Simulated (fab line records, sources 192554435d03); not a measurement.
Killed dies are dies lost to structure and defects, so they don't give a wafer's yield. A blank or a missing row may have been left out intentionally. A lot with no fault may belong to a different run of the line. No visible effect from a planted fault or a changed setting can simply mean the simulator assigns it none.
The tool behind it: which one? -- flow n5-finfet -- Sampling: 9 lots, 25 wafers, 6 of 1938 route steps

== WHAT EACH GAUGE READ, for each wafer ==
N5_BEOL_M4_RC_MEAS_101. Usual: DIBL_N 35.6 mV/V, standard deviation 1.7; DIBL_P 35.0 mV/V, standard deviation 2; IOFF_N 0.148 nA/um, standard deviation 0.027; IOFF_P 0.19 nA/um, standard deviation 0.032; ION_N 671 uA/um, standard deviation 14; ION_P 460 uA/um, standard deviation 9.1; SS_N 71.3 mV/dec, standard deviation 0.62; SS_P 73.0 mV/dec, standard deviation 0.64; VT_N 251 mV, standard deviation 3.2; VT_P -251.5 mV, standard deviation 2.9.
lot,measured,on,DIBL_N (mV/V),DIBL_P (mV/V),IOFF_N (nA/um),IOFF_P (nA/um),ION_N (uA/um),ION_P (uA/um),SS_N (mV/dec),SS_P (mV/dec),VT_N (mV),VT_P (mV),flag
L481,day 9 08:05,prober-02,36.1 35.4 35.2,37.1 37.2 35.8,0.174 0.150 0.148,0.20 0.19 0.17,701 673 678,470 460 464,71.1 70.9 71.2,73.9 73.9 73.1,248 252 251,-252.5 -249.9 -251.1,
L484,day 9 15:12,prober-01,38.2 38.3 37.6,38.9 39.4 38.2,0.168 0.180 0.164,0.20 0.22 0.20,692 685 687,473 466 465,72.1 71.9 71.9,73.6 73.4 73.0,250 248 249,-252.7 -253.7 -252.6,
L486,day 9 14:41,prober-02,35.8 36.6,35.7 36.2,0.130 0.139,0.19 0.19,668 668,468 458,71.9 72.6,73.4 73.5,254 254,-254.1 -254.3,
L489,day 10 01:23,prober-02,35.7 35.9 35.4,34.8 36.2 35.7,0.150 0.157 0.155,0.21 0.23 0.22,679 663 680,469 458 465,71.5 71.7 71.7,72.9 73.0 72.7,251 250 249,-249.0 -249.4 -250.6,
L491,day 11 09:05,prober-01,34.4 31.1 35.0,36.7 31.3 36.3,0.149 0.094 0.163,0.25 0.16 0.24,679 650 687,471 460 472,71.1 71.0 71.4,74.1 71.8 73.4,249 257 248,-246.7 -249.5 -247.2,
L490,day 11 08:19,prober-01,33.8 34.2 37.2,34.1 34.7 38.8,0.140 0.161 0.214,0.22 0.23 0.31,674 690 680,467 472 473,71.2 71.3 72.0,73.1 73.4 74.6,250 245 245,-246.6 -246.9 -244.7,
L501,day 13 17:23,prober-02,35.5 40.2,34.2 40.5,0.119 0.222,0.18 0.30,662 692,458 475,70.5 72.3,72.3 73.4,253 247,-251.4 -244.4,
L503,day 14 10:01,prober-01,37.0 36.2 34.6,37.4 35.8 33.7,0.156 0.144 0.120,0.22 0.18 0.16,677 680 668,472 464 462,71.3 71.2 69.9,73.3 72.3 72.6,250 251 254,-251.2 -253.6 -252.9,
L504,day 14 09:56,prober-02,37.7 35.9 36.3,37.6 35.5 36.0,0.200 0.155 0.166,0.22 0.19 0.20,701 679 681,468 458 456,71.8 71.2 71.3,74.1 73.3 73.6,246 249 245,-253.1 -251.3 -250.3,

== TOOL THAT RAN EACH LOT (tool first, then ch and the chambers of the sampled wafers, then the start) ==
lot,N5_BEOL_M1_ANNEAL_95,N5_BEOL_M1_ANNEAL_51,N5_BEOL_M2_PECVD_72,N5_BEOL_M2_COAT_62,N5_BEOL_M2_ETCH_63
L481,"pvd-sputter-03, day 7 19:16","rtp-anneal-02 ch 0, day 7 19:42","pecvd-02 ch 0,1,2, day 7 20:37","litho-track-05 ch 0, day 7 21:55","rie-diel-03 ch 0,1,3, day 7 22:21"
L484,"pvd-sputter-01, day 8 00:23","rtp-anneal-02 ch 0, day 8 01:00","pecvd-02 ch 0,2, day 8 02:04","litho-track-05 ch 0, day 8 02:32","rie-diel-01 ch 0,2,3, day 8 03:10"
L486,"pvd-sputter-02, day 8 02:05","rtp-anneal-01 ch 0, day 8 02:25","pecvd-02 ch 0,1, day 8 03:43","litho-track-01 ch 0, day 8 05:22","rie-diel-03 ch 0,3, day 8 05:52"
L489,"pvd-sputter-02, day 8 10:47","rtp-anneal-02 ch 0, day 8 11:07","pecvd-03 ch 1,2, day 8 12:08","litho-track-01 ch 0, day 8 12:32","rie-diel-01 ch 0,2, day 8 13:05"
L491,"pvd-sputter-01, day 8 17:38","rtp-anneal-01 ch 0, day 8 18:01","pecvd-04 ch 0,1, day 8 19:05","litho-track-05 ch 0, day 8 21:17","rie-diel-06 ch 1,2, day 8 21:51"
L490,"pvd-sputter-01, day 8 20:29","rtp-anneal-02 ch 0, day 8 20:55","pecvd-02 ch 1,2, day 8 22:49","litho-track-01 ch 0, day 9 00:42","rie-diel-01 ch 0,2,3, day 9 01:08"
L501,"pvd-sputter-03, day 11 10:00","rtp-anneal-02 ch 0, day 11 11:34","pecvd-04 ch 2, day 11 12:34","litho-track-04 ch 0, day 11 13:25","rie-diel-06 ch 0,2, day 11 13:52"
L503,"pvd-sputter-01, day 12 03:10","rtp-anneal-02 ch 0, day 12 03:30","pecvd-02 ch 1,2, day 12 04:31","litho-track-01 ch 0, day 12 04:53","rie-diel-01 ch 0,1,2, day 12 05:20"
L504,"pvd-sputter-02, day 12 09:33","rtp-anneal-02 ch 0, day 12 09:56","pecvd-04 ch 1,2, day 12 10:55","litho-track-01 ch 0, day 12 11:36","rie-diel-01 ch 1,2,3, day 12 12:11"
- N5_BEOL_M1_ANNEAL_95: time 240 s.
- N5_BEOL_M1_ANNEAL_51: time 90 s.
- N5_BEOL_M2_PECVD_72: deposits SiO2 from TEOS/O2, target thk 16 nm, time 18 s.
- N5_BEOL_M2_COAT_62: time 60 s, resist thk 12 nm.
- N5_BEOL_M2_ETCH_63: etches SiARC in CF4, target depth 15.6 nm, time 26 s.

== AS READ BY THE TOOLS THEMSELVES (means over the sampled wafers that have a number; for cases with no such wafer, the mark the record gives instead) ==
N5_BEOL_M1_ANNEAL_95. Usual: heater-power-w 824 W, standard deviation 89; susceptor-temp-C 399.99 C, standard deviation 0.22.
lot,tool,heater-power-w (W),susceptor-temp-C (C),flag
L481,pvd-sputter-03,887,400.06,
L484,pvd-sputter-01,805,400.02,
L486,pvd-sputter-02,828,399.84,
L489,pvd-sputter-02,834,399.92,
L491,pvd-sputter-01,798,399.83,
L490,pvd-sputter-01,852,400.04,
L501,pvd-sputter-03,887,399.81,
L503,pvd-sputter-01,834,399.88,
L504,pvd-sputter-02,842,399.86,

N5_BEOL_M1_ANNEAL_51. Usual: wafer_temp_C_max at 226.3, with a standard deviation of 0.39.
lot,tool,wafer_temp_C_max,flag
L481,rtp-anneal-02,226.0,
L484,rtp-anneal-02,226.2,
L486,rtp-anneal-01,227.1,
L489,rtp-anneal-02,225.9,
L491,rtp-anneal-01,226.9,
L490,rtp-anneal-02,226.0,
L501,rtp-anneal-02,226.0,
L503,rtp-anneal-02,226.2,
L504,rtp-anneal-02,226.1,

N5_BEOL_M2_PECVD_72. Usual: heater-power-w 702 W, standard deviation 97; rf-fwd-power-W 445.3 W, standard deviation 2.1; showerhead-plenum-p-Torr 8.79 Torr, standard deviation 0.056; susceptor-temp-C 399.98 C, standard deviation 0.23; throttle-valve-pct 22.1 %, standard deviation 0.7.
lot,tool,heater-power-w (W),rf-fwd-power-W (W),showerhead-plenum-p-Torr (Torr),susceptor-temp-C (C),throttle-valve-pct (%),flag
L481,pecvd-02,674,446.7,8.82,400.05,22.2,
L484,pecvd-02,629,444.4,8.80,400.00,21.9,
L486,pecvd-02,708,445.6,8.78,399.95,22.4,
L489,pecvd-03,593,446.5,8.82,399.94,21.9,
L491,pecvd-04,898,444.8,8.81,399.89,22.2,
L490,pecvd-02,687,446.7,8.81,399.93,22.0,
L501,pecvd-04,744,443.4,8.82,399.77,21.6,
L503,pecvd-02,688,445.0,8.81,399.51,22.2,
L504,pecvd-04,718,442.4,8.78,399.95,21.5,

N5_BEOL_M2_COAT_62. Usual: chill-plate-temp-C 22.98 C, standard deviation 0.12; plate-temp-C 219.97 C, standard deviation 0.15; spin-speed-rpm 1499.9 rpm, standard deviation 0.91.
lot,tool,chill-plate-temp-C (C),plate-temp-C (C),spin-speed-rpm (rpm),flag
L481,litho-track-05,23.07,220.06,1499.7,
L484,litho-track-05,22.96,219.88,1499.4,
L486,litho-track-01,22.86,220.06,1498.7,
L489,litho-track-01,22.89,220.05,1911.7,OFF
L491,litho-track-05,23.01,219.99,1499.9,
L490,litho-track-01,23.14,219.75,1911.9,OFF
L501,litho-track-04,23.05,219.97,1499.5,
L503,litho-track-01,23.03,220.14,1498.4,
L504,litho-track-01,22.83,219.95,1499.8,

N5_BEOL_M2_ETCH_63. Usual: bias-w 35.99 W, standard deviation 0.1; chamber-pressure-mTorr 40.00 mTorr, standard deviation 0.035; drypump-motor-current-A 5.6 A, standard deviation 0.45; etch-rf-on-time-s 25.9 s, standard deviation 0.68; oes-product-au 0.69 a.u., standard deviation 0.077; rf-fwd-power-W 533.1 W, standard deviation 2; rf-vpp-V 183.7 V, standard deviation 1; showerhead-plenum-p-Torr 2.11 Torr, standard deviation 0.045; throttle-valve-pct 15.57 %, standard deviation 0.28.
lot,tool,bias-w (W),chamber-pressure-mTorr (mTorr),drypump-motor-current-A (A),etch-rf-on-time-s (s),oes-product-au (a.u.),rf-fwd-power-W (W),rf-vpp-V (V),showerhead-plenum-p-Torr (Torr),throttle-valve-pct (%),flag
L481,rie-diel-03,36.01,40.01,5.6,25.7,0.69,531.9,184.0,2.12,15.44,
L484,rie-diel-01,36.01,40.01,5.6,26.2,0.69,534.1,182.7,2.10,15.60,
L486,rie-diel-03,35.90,40.03,5.5,26.1,0.64,531.1,182.8,2.09,15.62,
L489,rie-diel-01,35.94,40.01,5.2,22.9,0.64,531.0,183.6,2.12,15.93,OFF
L491,rie-diel-06,36.07,40.01,5.5,25.1,0.66,533.4,184.2,2.13,15.80,
L490,rie-diel-01,35.91,39.98,5.6,23.2,0.68,532.3,183.1,2.10,15.61,OFF
L501,rie-diel-06,35.95,40.00,5.3,25.6,0.70,531.3,183.7,2.10,15.53,
L503,rie-diel-01,35.98,39.97,5.6,26.1,0.76,533.1,184.3,2.10,15.55,
L504,rie-diel-01,36.08,40.00,6.1,26.5,0.71,533.5,183.6,2.08,15.42,

== THE ANSWER, worked out from the rows above alone ==
Rule: a lot counts as off when the mean over its wafers that have a number is more than 3 standard deviations away from the usual mean. Also off: a lot with no number at a reading for which 4 or more lots have one. Where the step has rows for the other lots, those lots are counted as sound. Order of review: gauges by route order, followed by the tools' own readings, for which a lot's mean as printed above is used. The first step at which some lot is off is used, and at that step the reading that is off furthest; a lot without a number counts as furthest.
Off, at N5_BEOL_M2_COAT_62 on spin-speed-rpm: L489, L490.
If a tool, at that step or one of the process steps before it, ran each lot that is off and ran no sound lot following the first of them, it fits. Of those tried, none fits.

== WHAT THE SIMULATOR HAD PUT IN ==
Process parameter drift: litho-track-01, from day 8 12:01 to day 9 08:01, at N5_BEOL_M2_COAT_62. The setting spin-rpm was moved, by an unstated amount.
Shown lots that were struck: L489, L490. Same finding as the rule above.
